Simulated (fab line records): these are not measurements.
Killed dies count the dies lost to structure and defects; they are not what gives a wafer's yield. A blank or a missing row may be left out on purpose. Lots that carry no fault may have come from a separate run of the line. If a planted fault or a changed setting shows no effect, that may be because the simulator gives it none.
Problem report, 8D (eight disciplines) form, completed by code    flow nand harc    the parts of the form that need people (team, actions taken, sign-off) are left out

## 1. PROBLEM STATEMENT
A mean of 178 is read at NHARC_END_SORT_01 for killed dies, taken on 1 wafer of 1 lot, against 66 (standard deviation 23) on wafers free of any fault. That is +4.9 standard deviations from the usual mean.
Seen first at day 30 21:21 on prober-01, wafer L364.2. The record holds 2 wafers of 1 lot with a number at this step. The rule behind "out" and "out of limits": a value lying over 4 standard deviations away from the usual mean. The other wafers with a number count as sound.

## 2. WHAT IT IS; WHAT IT IS NOT
question                     is                            is not
which readings at this step  killed dies, killed at array  killed at other, killed at periphery, killed open, killed short
which lots                   L364                          -
which wafers of those lots   L364.2                        L364.1
read on which gauges         prober-01                     -
when                         from day 30 21:21             up to then (1 sound wafer)

## 3. THE SUSPECTS, EACH WITH WHAT RULES IT OUT
Counting: a tool at a process step up to the reading stays a suspect if it ran every lot that is out. Sound lots after the first of them don't rule it out here, since some wafers of a struck lot are sound.
- the gauge at NHARC_END_SORT_01: kept. All the wafers that are out were read on prober-01, and no step on other tools shows them out.
- pecvd-03 at NHARC_A_SLIT_DEP_23 (deposits SiON, target thk 100 nm): kept. It ran the lot that is out, L364 (day 26 03:53).
- cmp-03 at NHARC_A_BONDPAD_CMP_19 (polishes, t overpolish 30 s, cu recess touch 16 s, target thk 169.82 nm): kept. It ran the lot that is out, L364 (day 29 16:43).
- rie diel-08 at NHARC_HYBRID_BOND_ACTIVATE_00 (chemistry N2, time 60 s): kept. It ran the lot that is out, L364 (day 29 17:18).
- At NHARC_A_SLIT_DEP_23 on pecvd-03, chamber 0 took the sound wafers of the same lots and chamber 2 took the wafers that are out.
- At NHARC_A_BONDPAD_CMP_19 on cmp-03, chamber 1 took the sound wafers of the same lots and chamber 0 took the wafers that are out.
- At NHARC_HYBRID_BOND_ACTIVATE_00 on rie diel-08, chamber 0 took the sound wafers of the same lots and chamber 3 took the wafers that are out.
Left after counting: pecvd-03 at NHARC_A_SLIT_DEP_23, cmp-03 at NHARC_A_BONDPAD_CMP_19, rie diel-08 at NHARC_HYBRID_BOND_ACTIVATE_00, prober-01 at NHARC_END_SORT_01.

## 4. THE CAUSE (what the simulator had put in)
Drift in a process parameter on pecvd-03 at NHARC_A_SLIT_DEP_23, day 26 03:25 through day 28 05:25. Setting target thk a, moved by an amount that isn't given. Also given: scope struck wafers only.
Counting left 4 suspects, and this tool is among them.

## 5. THE EFFECT CHAIN, in route order
Each row: a reading where the mean over the struck wafers with a number is more than 3 standard deviations away from the usual. Only readings whose record carries a usual standard deviation are examined. hours: median over the lots of the time between each lot's start at the first step of this table that gives one and its start at this step. sigmas: the change, counted in usual standard deviations.
hours  step               reading          usual  on struck wafers  change  sigmas
0      NHARC_END_SORT_01  killed at array  61     172               +111    +4.6
0      NHARC_END_SORT_01  killed dies      66     178               +112    +4.9

## 6. HOW IT WOULD HAVE BEEN CAUGHT EARLIER
114 hours passed between the start of the fault at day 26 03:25 and the first reading out of limits at a measuring or inspecting step in this record, taken at day 30 21:21.
An alarm limit of 4 standard deviations would not have fired on the tool readings at NHARC_A_SLIT_DEP_23 for which the record gives a usual standard deviation, since none of them was out on any struck wafer.
Each of the lots that are out, 1 in all, had begun NHARC_A_SLIT_DEP_23 on pecvd-03 no later than day 30 21:21. None of them would have been spared by holding the tool at that moment.
